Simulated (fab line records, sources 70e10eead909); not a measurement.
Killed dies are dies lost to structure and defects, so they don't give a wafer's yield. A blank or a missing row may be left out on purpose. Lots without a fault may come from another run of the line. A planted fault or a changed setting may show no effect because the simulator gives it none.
Problem report in the 8D (eight disciplines) form, filled by code | flow nand_harc | the parts of the form that need people (team, actions taken, sign-off) are left out

1. THE PROBLEM
susceptor_temp_C at NHARC_A_WL_FILL_ALD_10 reads a mean of 304.47 C on 2 wafers of 1 lot; wafers without a fault read 300.00 C with a standard deviation of 0.18. That is +25 standard deviations from the usual mean.
The step: deposits SiO2, target thk 50 nm, pulse time 10 s, ald cycles 500.
First seen on wafer L473.4, day 19 05:43, on ald_hk-02. The record holds 36 wafers of 12 lots with a number at this step. Rule for "out", or "out of limits": more than 4 standard deviations from the usual mean. The other wafers with a number count as sound.

2. WHAT IT IS AND WHAT IT IS NOT
question                    | is                | is not
which readings at this step | susceptor_temp_C  | heater_power_outer_w, heater_power_w, precursor_pulse_height_rel
which lots                  | L473              | L458, L459, L460, L461, L462, L463, L464, L465, L466, L467, L468
which wafers of those lots  | L473.4, L473.5    | L473.3
read on which tools         | ald_hk-02         | ald_hk-01, ald_hk-03
when                        | from day 19 05:43 | up to then (34 sound wafers)

3. SUSPECTS, AND WHAT RULES EACH OUT
Counting: a tool at a process step up to the reading stays a suspect if it ran every lot that is out. Sound lots after the first of them don't rule it out here, since some wafers of a struck lot are sound.
- ald_metal-04 at NHARC_A_WL_FILL_ALD_02 (deposits TiN, target thk 2 nm, pulse time 3 s, ald cycles 100): kept. It ran the lot that is out, L473 (day 18 11:19); its last sound lot up to then is L468 (day 17 10:03).
- plasma_asher-02 at NHARC_A_WL_FILL_STRIP_27 (strips in N2/H2, time 20 s): kept. It ran the lot that is out, L473 (day 18 23:04); its last sound lot up to then is L468 (day 17 15:47).
- ald_hk-02 at NHARC_A_WL_FILL_ALD_10 (deposits SiO2, target thk 50 nm, pulse time 10 s, ald cycles 500): kept. It ran the lot that is out, L473 (day 19 05:43); its last sound lot up to then is L468 (day 17 21:31). Its own readings are out on those wafers: susceptor_temp_C.
- Within ald_metal-04 at NHARC_A_WL_FILL_ALD_02: the wafers that are out ran in chambers 0, 1; their sound lot-mates ran in chamber 3.
- Within ald_hk-02 at NHARC_A_WL_FILL_ALD_10: the wafers that are out ran in chamber 0; their sound lot-mates ran in chamber 1.
Left after counting: ald_metal-04 at NHARC_A_WL_FILL_ALD_02, plasma_asher-02 at NHARC_A_WL_FILL_STRIP_27, ald_hk-02 at NHARC_A_WL_FILL_ALD_10.

4. THE CAUSE (what the simulator had put in)
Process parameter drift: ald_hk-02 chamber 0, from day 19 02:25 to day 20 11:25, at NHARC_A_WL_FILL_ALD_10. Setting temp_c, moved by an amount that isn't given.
Counting left 3 suspects, and this tool is among them.

5. THE CHAIN OF EFFECTS, in route order
Each row: a reading whose mean over the struck wafers that have a number lies more than 3 standard deviations from the usual. Only readings for which the record gives a usual standard deviation are gone through. hours: the time from each lot's start at the first step in this table that gives one to its start at this step, as a median over the lots. sigmas: the change in usual standard deviations.
hours | step                   | reading          | usual    | on struck wafers | change | sigmas
0     | NHARC_A_WL_FILL_ALD_10 | susceptor_temp_C | 300.00 C | 304.47           | +4.47  | +25
The process steps in it:
- NHARC_A_WL_FILL_ALD_10: deposits SiO2, target thk 50 nm, pulse time 10 s, ald cycles 500.
Later measuring or inspecting steps at which every struck wafer that the step has a row for has a number for every such reading, and none has moved that far: NHARC_END_SORT_01.

6. WHAT WOULD HAVE CAUGHT IT SOONER
In this record the first reading out of limits was taken at day 19 05:43, 3 hours after the fault began at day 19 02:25.
